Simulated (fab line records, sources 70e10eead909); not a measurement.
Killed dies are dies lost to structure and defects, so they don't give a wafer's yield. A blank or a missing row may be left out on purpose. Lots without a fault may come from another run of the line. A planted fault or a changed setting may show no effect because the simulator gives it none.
fab line records | flow nand_harc
record lots=11 wafers=33 last_day=33
route steps=1302 shown P_BONDPAD@368 END@1302
lots that met no fault: from a run of the same line without faults
start_h: hours from the record's first day to the start of the lot's first wafer shown | wait_h: hours since the lot's step before | " the same as in the row above | L1.1+2: a row that stands for several wafers | - no value, or no start given | * or withheld: withheld | < > ~ a bound
route shown NAME@n: a module of which the file shows steps, and the number in the route of the first | usual: mean/standard deviation of fault-free wafers | same: alike in all rows | chamber/n: place in a boat | sites: the reading at each site | _std_site: their standard deviation | _edge_site: outer sites' mean less inner sites' | radius_mm: how far each site lies from the wafer's centre | mask NAME#n: copy n | behind: the tool/chamber that last shaped the wafer | hold: why the lot was held/for how many hours/how that ended | device: the transistor (n, p or np) that didn't switch | end of line: the same wafers' tests at the end of the route | a step without rows: its recipe alone | killed: dies lost to structure and defects at the first sort, not the wafer's yield | map: a wafer's dies, x killed, . not, _ none there
set.NAME: the setting as run; set.NAME@STEP: as run at that earlier step | model.NAME: the simulator's own value behind a step, which no gauge read
steps of the route over a sample of lots; a table a step, a row a wafer
services: from which hour (start_h, from the record's first day; less than 0 if before it) a tool's chamber was out of use, for how many hours, and why
## steps
# step NHARC_P_BONDPAD_ETCH_37
# recipe target_depth_a=600 overetch_a=180 time_s=65.91 ion_energy_ev=200 n2_flow_sccm=150 h2_flow_sccm=150 ar_flow_sccm=0 rf_w=400 bias_w=150 chemistry=N2/H2
# usual drypump_motor_current_A=5.7/0.37 oes_product_au=0.999/0.01 rf_fwd_power_W=396.4/1.5 rf_vpp_V=431.1/2.2 showerhead_plenum_p_Torr=2.06/0.072 throttle_valve_pct=14.173/0.0095
# columns lot.wafer tool chamber start_h wait_h drypump_motor_current_A oes_product_au rf_fwd_power_W rf_hours_counter_h rf_vpp_V showerhead_plenum_p_Torr throttle_valve_pct
L294.4 rie_diel-04 0 162.92 0.1 6.0 0.987 399.6 9.5 432.3 2.10 14.175
L294.5 " 3 " " 5.3 0.993 395.6 - 435.7 2.17 14.198
L294.6 " 0 " " 6.0 0.985 397.0 - 431.6 2.10 14.172
L295.1 rie_diel-12 2 174.27 0.1 5.3 1.018 395.6 2.2 427.4 1.94 14.175
L295.3 " 1 " " 5.3 0.989 395.8 2.2 429.6 2.03 14.169
L295.6 " 3 " " 5.8 1.004 396.6 - 433.3 2.14 14.178
L296.3 rie_diel-12 2 181.53 0.1 5.3 1.005 396.8 2.4 427.4 1.94 14.170
L296.6 " 1 " " 5.3 0.991 394.5 - 430.0 2.03 14.193
L296.5 " 2 " " 5.3 1.004 398.2 - 426.8 1.94 14.172
L300.2 rie_diel-04 2 237.74 0.1 6.3 1.001 396.4 1.9 430.5 2.04 14.177
L300.1 " 3 " " 5.3 0.994 395.2 2.0 431.3 2.17 14.168
L300.5 " 0 " " 6.0 0.984 398.4 - 431.6 2.10 14.159
L302.2 rie_diel-12 3 244.40 0.1 5.8 0.992 395.5 4.1 432.5 2.14 14.179
L302.1 " 0 " " 5.9 1.004 397.4 4.2 429.3 1.99 14.172
L302.3 " 1 " " 5.3 0.984 396.5 4.3 429.1 2.03 14.168
L305.1 rie_diel-12 3 277.68 0.1 5.8 1.008 396.3 0.0 434.6 2.14 14.166
L305.4 " 0 " " 5.8 1.005 399.5 0.0 429.3 1.99 14.169
L305.5 " 2 " " 5.3 1.011 396.9 - 426.6 1.93 14.178
L304.2 rie_diel-04 1 278.69 0.1 5.5 1.021 399.2 3.3 431.7 2.10 14.187
L304.3 " 0 " " 6.0 0.992 397.2 3.5 432.0 2.10 14.161
L304.5 " 1 " " 5.5 1.018 398.6 - 431.2 2.10 14.178
L306.4 rie_diel-12 1 282.47 0.1 5.3 0.999 396.0 0.2 428.8 2.03 14.173
L306.2 " 0 " " 5.8 0.999 396.8 0.2 429.0 1.99 14.184
L306.5 " 1 " " 5.3 0.999 397.0 - 430.5 2.03 14.173
L308.2 rie_diel-12 3 300.12 0.1 5.8 1.009 394.4 1.0 433.2 2.14 14.178
L308.4 " 1 " " 5.3 1.004 394.7 0.8 430.5 2.03 14.178
L308.5 " 0 " " 5.8 0.992 396.2 - 429.3 1.99 14.164
L313.3 rie_diel-12 3 353.38 0.1 5.8 1.009 394.8 2.7 433.8 2.14 14.164
L313.1 " 0 " " 5.8 1.007 396.4 2.1 429.0 1.99 14.185
L313.4 " 1 " " 5.3 1.000 394.2 1.9 431.4 2.03 14.198
L314.4 rie_diel-12 3 361.27 0.2 5.8 1.012 394.0 3.0 434.1 2.14 14.169
L314.2 " 0 " " 5.9 0.996 398.4 2.5 429.1 1.99 14.170
L314.6 " 0 " " 5.9 0.998 398.2 - 428.8 1.99 14.175
# step NHARC_P_BONDPAD_ETCH_24
# recipe target_depth_a=300 over_etch_frac=0.3 time_s=72.99 ion_energy_ev=150 cf4_flow_sccm=50 n2_flow_sccm=100 ar_flow_sccm=150 rf_w=300 bias_w=100 chemistry=CF4/N2
# usual drypump_motor_current_A=5.6/0.33 oes_product_au=1.001/0.011 rf_fwd_power_W=297.8/0.96 rf_vpp_V=314.2/1.7 showerhead_plenum_p_Torr=2.63/0.087 throttle_valve_pct=19.795/0.0091
# same over_etch_frac=0.3
# columns lot.wafer tool chamber start_h wait_h drypump_motor_current_A oes_product_au rf_fwd_power_W rf_hours_counter_h rf_vpp_V showerhead_plenum_p_Torr throttle_valve_pct
L294.4 rie_diel-12 2 163.36 - 5.3 1.030 298.3 2.0 312.5 2.50 19.804
L294.5 " 2 " " 5.3 1.018 299.0 - 311.8 2.50 19.782
L294.6 " 3 " " 5.8 0.987 298.9 - 316.3 2.75 19.797
L295.3 rie_diel-04 2 174.73 - 6.4 0.999 296.7 10.1 313.7 2.62 19.803
L295.1 " 3 " " 5.3 0.992 298.0 10.0 318.6 2.78 19.792
L295.6 " 3 " " 5.3 0.992 297.2 - 316.0 2.78 19.792
L296.3 rie_diel-12 2 181.99 - 5.3 1.012 298.5 2.5 313.0 2.50 19.803
L296.5 " 0 " " 5.8 1.016 297.5 - 312.0 2.57 19.806
L296.6 " 1 " " 5.3 0.994 296.3 - 314.9 2.62 19.780
L300.1 rie_diel-02 3 238.19 - 6.0 1.003 296.2 0.6 316.2 2.68 19.793
L300.2 " 0 " " 5.8 1.001 298.5 1.1 314.2 2.61 19.802
L300.5 " 2 " " 5.4 1.013 297.8 - 314.0 2.65 19.794
L302.3 rie_diel-12 3 244.85 - 5.8 0.990 296.5 4.3 316.2 2.75 19.808
L302.1 " 1 " " 5.3 0.976 296.9 4.4 314.0 2.61 19.791
L302.2 " 2 " " 5.3 1.012 297.6 4.6 312.1 2.50 19.789
L305.4 rie_diel-12 0 278.14 - 5.8 0.746 178.8 0.1 314.5 2.56 19.795
L305.1 " 2 " " 5.3 0.998 297.4 0.1 311.4 2.50 19.802
L305.5 " 3 " " 5.8 1.014 298.5 - 315.1 2.75 19.792
L304.3 rie_diel-12 2 279.14 - 5.2 0.994 296.0 0.2 312.3 2.50 19.799
L304.2 " 0 " " 5.8 0.744 178.5 0.1 313.7 2.56 19.798
L304.5 " 3 " " 5.8 1.009 298.3 - 317.0 2.75 19.789
L306.4 rie_diel-12 0 282.92 - 5.8 0.755 178.4 0.3 314.0 2.56 19.806
L306.2 " 1 " " 5.3 1.000 296.1 0.4 315.1 2.61 19.800
L306.5 " 1 " " 5.3 0.990 297.3 - 315.0 2.61 19.794
L308.4 rie_diel-04 0 300.58 - 6.0 1.001 297.7 4.9 314.3 2.69 19.801
L308.2 " 2 " " 6.3 1.003 298.4 3.9 313.5 2.62 19.790
L308.5 " 3 " " 5.3 0.997 297.4 - 316.6 2.78 19.794
L313.1 rie_diel-04 1 353.84 - 5.5 1.004 299.1 8.0 315.2 2.70 19.794
L313.4 " 3 " " 5.3 0.989 298.9 7.4 316.1 2.78 19.798
L313.3 " 0 " " 6.0 0.983 298.9 8.1 315.8 2.69 19.808
L314.2 rie_diel-12 0 361.74 - 5.9 1.007 298.7 2.8 312.1 2.56 19.784
L314.4 " 1 " " 5.3 1.004 295.3 2.5 312.9 2.61 19.802
L314.6 " 3 " " 5.8 1.002 297.0 - 317.1 2.74 19.797
# step NHARC_P_BONDPAD_PVD_17
# recipe target_thk_a=50 bias_v=168.6 power_w=15000 chamber_pressure_pa=0.12 time_s=8.06 substrate_temp_c=50 material=TaN
# usual bias_v=168.8/1.7 throttle_valve_pct=30.4/0.79
# columns lot.wafer tool chamber start_h wait_h bias_v throttle_valve_pct
L294.4 pvd_sputter-03 - - - 171.0 29.7
L294.5 " - " " 165.9 30.5
L294.6 " - " " 169.4 29.2
L295.1 pvd_sputter-02 - - - 171.0 31.3
L295.3 " - " " 169.1 31.3
L295.6 " - " " 169.1 31.0
L296.3 pvd_sputter-01 - - - 167.8 31.3
L296.6 " - " " 169.5 31.3
L296.5 " - " " 168.8 30.1
L300.1 pvd_sputter-01 - - - 169.4 29.5
L300.2 " - " " 170.4 30.3
L300.5 " - " " 170.5 29.5
L302.2 pvd_sputter-01 - - - 169.5 31.2
L302.1 " - " " 169.8 29.5
L302.3 " - " " 168.9 30.2
L305.4 pvd_sputter-03 - - - 167.3 28.8
L305.1 " - " " 171.4 30.4
L305.5 " - " " 169.8 29.5
L304.2 pvd_sputter-02 - - - 169.7 31.4
L304.3 " - " " 170.2 30.9
L304.5 " - " " 168.4 31.1
L306.2 pvd_sputter-01 - - - 173.0 29.7
L306.4 " - " " 168.4 30.0
L306.5 " - " " 167.6 31.0
L308.4 pvd_sputter-03 - - - 166.6 30.3
L308.2 " - " " 173.0 29.6
L308.5 " - " " 168.0 30.2
L313.4 pvd_sputter-01 - - - 166.7 29.9
L313.1 " - " " 167.9 29.9
L313.3 " - " " 167.8 31.1
L314.2 pvd_sputter-03 - - - 165.1 28.7
L314.4 " - " " 166.0 29.6
L314.6 " - " " 169.9 29.4
# step NHARC_P_BONDPAD_ACTIVATE_29
# recipe time_s=60 n2_flow_sccm=200 ar_flow_sccm=0 bias_power_w=0 chemistry=N2
# usual drypump_motor_current_A=5.7/0.37 oes_product_au=1.000/0.0086 rf_vpp_V=64.1/0.86 showerhead_plenum_p_Torr=1.79/0.058
# columns lot.wafer tool chamber start_h wait_h drypump_motor_current_A oes_product_au rf_hours_counter_h rf_vpp_V showerhead_plenum_p_Torr
L294.4 rie_diel-04 3 165.49 0.1 5.3 0.993 10 64.6 1.88
L294.6 " 0 " " 6.0 0.984 - 63.6 1.82
L294.5 " 1 " " 5.5 1.017 - 63.0 1.82
L295.3 rie_diel-04 1 176.84 0.1 5.6 0.991 11 64.0 1.82
L295.1 " 2 " " 6.3 0.997 10 63.7 1.77
L295.6 " 3 " " 5.3 0.991 - 64.6 1.88
L296.3 rie_diel-12 1 184.07 0.1 5.3 0.991 2 64.1 1.76
L296.5 " 3 " " 5.8 0.993 - 65.6 1.85
L296.6 " 0 " " 5.9 1.019 - 63.8 1.72
L300.1 rie_diel-04 3 240.27 0.1 5.3 0.998 2 65.3 1.88
L300.2 " 0 " " 6.0 0.991 2 63.7 1.82
L300.5 " 3 " " 5.3 1.000 - 65.3 1.88
L302.1 rie_diel-02 1 247.14 0.1 5.0 0.993 1 62.9 1.70
L302.2 " 3 " " 6.0 1.000 1 64.2 1.81
L302.3 " 0 " " 5.8 1.002 1 63.6 1.76
L305.1 rie_diel-02 3 280.22 0.1 6.0 1.008 3 62.5 1.80
L305.4 " 1 " " 5.0 0.997 3 64.4 1.70
L305.5 " 2 " " 5.4 1.010 - 64.6 1.78
L304.3 rie_diel-02 0 281.22 0.1 5.8 1.005 3 64.8 1.76
L304.2 " 1 " " 5.0 0.999 3 63.1 1.70
L304.5 " 3 " " 6.0 0.997 - 65.4 1.80
L306.4 rie_diel-04 0 285.02 0.1 6.0 1.001 4 64.1 1.82
L306.2 " 1 " " 5.5 1.012 4 64.5 1.82
L306.5 " 3 " " 5.3 1.001 - 64.1 1.88
L308.2 rie_diel-04 3 302.66 0.1 5.3 0.991 4 64.7 1.88
L308.4 " 0 " " 6.0 1.007 5 64.0 1.82
L308.5 " 3 " " 5.3 0.995 - 64.9 1.88
L313.1 rie_diel-02 1 355.90 0.1 5.0 0.994 6 63.4 1.70
L313.3 " 3 " " 6.0 0.987 6 63.2 1.80
L313.4 " 0 " " 5.8 1.003 5 65.5 1.76
L314.2 rie_diel-12 2 363.82 0.1 5.2 1.011 3 62.9 1.68
L314.4 " 0 " " 5.8 1.004 3 62.9 1.72
L314.6 " 2 " " 5.2 1.010 - 63.3 1.68
# step NHARC_END_SORT_01
# recipe temp_c=25
# usual defect_limited_yield=90.1/2.6 killed_at_array=63/17 killed_at_other=0.8/1.1 killed_at_periphery=3.5/3 killed_dies=67/17 killed_open=3.1/1.6 killed_short=2.6/1.4
# same gross_dies=677
# columns lot.wafer tool chamber start_h wait_h defect_limited_yield[%] killed_at_array killed_at_other killed_at_periphery killed_dies killed_open killed_short
L302.1 prober-02 0 668.02 2.5 89.4 68 0 4 72 5 2
L302.2 prober-02 0 668.81 2.8 89.2 72 0 1 73 3 1
L302.3 prober-02 0 669.59 3.1 89.7 67 0 3 70 6 3
L305.1 prober-01 0 698.24 2.5 87.6 64 3 17 84 0 0
L305.4 prober-01 0 700.61 3.4 0 73 1 603 677 2 3
L305.5 prober-01 0 701.41 3.7 86.3 77 1 15 93 2 2
L304.2 prober-01 0 706.80 2.8 0 80 3 594 677 2 4
L304.3 prober-01 0 707.58 3.1 88.2 73 1 6 80 2 2
L304.5 prober-01 0 709.16 3.7 87.6 77 0 7 84 2 3
L306.2 prober-02 0 716.33 2.8 90.4 61 2 2 65 5 2
L306.4 prober-02 0 717.92 3.4 0 51 2 624 677 1 3
L306.5 prober-02 0 718.71 3.7 91.9 51 1 3 55 2 3
# killed by level:class
L302.1 A_SLIT:chamber_film_flake=28 A_CHANNEL_HOLE_D1:chamber_film_flake=27 A_STAIRCASE:chamber_film_flake=4 A_M1:chamber_film_flake=3 A_ONON_D2:geometric_particle:open=2 P_STI:chamber_film_flake=2 P_CONTACT:geometric_particle:open=1 P_M2:geometric_particle:open=1
L302.2 A_CHANNEL_HOLE_D1:chamber_film_flake=30 A_SLIT:chamber_film_flake=29 A_ZERO_WELL:chamber_film_flake=4 A_STAIRCASE:chamber_film_flake=3 A_M1:chamber_film_flake=2 P_CONTACT:geometric_particle:open=1 A_ONON_D1:geometric_particle:open=1 A_DECK1_JOINT:geometric_particle:short=1
L302.3 A_CHANNEL_HOLE_D1:chamber_film_flake=31 A_SLIT:chamber_film_flake=19 A_STAIRCASE:chamber_film_flake=4 A_CHANNEL_HOLE_D1:geometric_particle:open=2 P_STI:chamber_film_flake=2 A_WL_FILL:chamber_film_flake=2 P_GATE:geometric_particle:open=1 A_ONON_D1:geometric_particle:open=1
L305.1 A_SLIT:chamber_film_flake=27 A_CHANNEL_HOLE_D2:chamber_film_flake=17 A_CONTACT:chamber_film_flake=9 P_M1:chamber_film_flake=6 A_CHANNEL_HOLE_D1:chamber_film_flake=5 P_GATE:chamber_film_flake=4 P_BONDPAD:chamber_film_flake=4 A_M0:chamber_film_flake=4
L305.4 P_BONDPAD:area_etch=589 A_SLIT:chamber_film_flake=31 A_CHANNEL_HOLE_D2:chamber_film_flake=20 A_CONTACT:chamber_film_flake=8 P_ZERO_WELL:chamber_film_flake=5 A_CHANNEL_HOLE_D1:chamber_film_flake=4 P_M1:chamber_film_flake=4 P_BONDPAD:chamber_film_flake=4
L305.5 A_SLIT:chamber_film_flake=34 A_CHANNEL_HOLE_D2:chamber_film_flake=21 P_M1:chamber_film_flake=9 A_CONTACT:chamber_film_flake=8 A_CHANNEL_HOLE_D1:chamber_film_flake=5 P_GATE:chamber_film_flake=4 A_STAIRCASE:chamber_film_flake=3 P_BONDPAD:chamber_film_flake=2
L304.2 P_BONDPAD:area_etch=588 A_SLIT:chamber_film_flake=39 A_CHANNEL_HOLE_D1:chamber_film_flake=27 A_CONTACT:chamber_film_flake=5 P_STI:chamber_film_flake=2 P_BONDPAD:chamber_film_flake=2 A_WL_FILL:chamber_film_flake=2 THIN_TSV:chamber_film_flake=2
L304.3 A_SLIT:chamber_film_flake=32 A_CHANNEL_HOLE_D1:chamber_film_flake=24 A_DECK1_JOINT:chamber_film_flake=3 A_WL_FILL:chamber_film_flake=3 P_STI:chamber_film_flake=2 A_STAIRCASE:chamber_film_flake=2 A_CONTACT:chamber_film_flake=2 P_M0:geometric_particle:open=1
L304.5 A_SLIT:chamber_film_flake=37 A_CHANNEL_HOLE_D1:chamber_film_flake=28 P_STI:chamber_film_flake=3 A_CONTACT:chamber_film_flake=2 P_GATE:chamber_film_flake=2 A_CHANNEL_FILL_D1:chamber_film_flake=2 A_DECK1_JOINT:chamber_film_flake=2 P_M0:geometric_particle:short=1
L306.2 A_CHANNEL_HOLE_D2:chamber_film_flake=19 A_CONTACT:chamber_film_flake=15 A_CHANNEL_HOLE_D1:chamber_film_flake=10 A_SLIT:chamber_film_flake=8 A_ZERO_WELL:chamber_film_flake=2 THIN_TSV:chamber_film_flake=2 P_CONTACT:geometric_particle:short=1 A_CHANNEL_HOLE_D1:geometric_particle:open=1
L306.4 P_BONDPAD:area_etch=617 A_CHANNEL_HOLE_D2:chamber_film_flake=21 A_CHANNEL_HOLE_D1:chamber_film_flake=11 A_SLIT:chamber_film_flake=5 A_CONTACT:chamber_film_flake=5 P_ZERO_WELL:chamber_film_flake=3 A_STAIRCASE:chamber_film_flake=2 THIN_TSV:chamber_film_flake=2
L306.5 A_CONTACT:chamber_film_flake=15 A_CHANNEL_HOLE_D2:chamber_film_flake=14 A_CHANNEL_HOLE_D1:chamber_film_flake=11 A_STAIRCASE:chamber_film_flake=4 A_SLIT:chamber_film_flake=3 P_BONDPAD:chamber_film_flake=2 P_CONTACT:geometric_particle:open=1 A_CHANNEL_HOLE_D1:geometric_particle:short=1
## services
# columns tool chamber start_h hours kind
rie_diel-12 0 149.40 - clean
rie_diel-12 1 149.40 - clean
rie_diel-12 2 149.40 - clean
rie_diel-12 - 164.53 0.6 repair
rie_diel-12 1 166.11 5.9 repair
pvd_sputter-03 - 170.02 10.0 pm
rie_diel-04 - 177.90 9.0 pm
rie_diel-12 - 192.85 0.4 repair
pvd_sputter-02 - 194.21 0.7 repair
rie_diel-12 1 211.64 2.7 repair
rie_diel-02 - 216.70 9.0 pm
rie_diel-04 - 217.25 0.9 repair
pvd_sputter-01 - 226.09 10.0 pm
pvd_sputter-02 - 234.80 0.6 repair
rie_diel-12 - 239.77 0.6 repair
pvd_sputter-03 - 253.00 3.6 repair
rie_diel-12 - 268.40 9.0 pm
rie_diel-04 - 270.35 0.4 repair
pvd_sputter-02 - 282.06 10.0 pm
rie_diel-02 0 290.28 11.8 repair
rie_diel-12 1 324.50 12.4 repair
rie_diel-12 - 339.68 0.1 repair
pvd_sputter-03 - 348.02 10.0 pm
rie_diel-04 - 354.90 9.0 pm
## key
first_sign step=NHARC_P_BONDPAD_ETCH_24 reading=rf_fwd_power_W direction=down sigmas=99+ usual=* struck=*
effect step=NHARC_P_BONDPAD_ETCH_24 reading=oes_product_au direction=down sigmas=22 usual=1.001 struck=0.748
effect step=NHARC_END_SORT_01 reading=killed_at_periphery direction=up sigmas=99+ usual=3.5 struck=607
more_kills_born_at NHARC_P_BONDPAD_ETCH_24@rie_diel-12=1794
met_at NHARC_P_BONDPAD_ETCH_24
struck_lots L304,L305,L306
struck_wafers L304.2,L305.4,L306.4
later_rows_left_out L304.2,L305.4,L306.4
not_acting_at NHARC_P_BONDPAD_ETCH_37,NHARC_P_BONDPAD_PVD_17,NHARC_P_BONDPAD_ACTIVATE_29
onset_between 181.99 278.14
fault kind=process_parameter_drift tool=rie_diel-12 chamber=0 onset_h=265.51 steps=NHARC_P_BONDPAD_ETCH_24 channel=rf_w offset=* shape=step end_h=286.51 acts_in=* stated=*
# later_rows_left_out: the simulator's readings of these wafers behind a module that went badly wrong aren't trusted and aren't shown, but for the sort
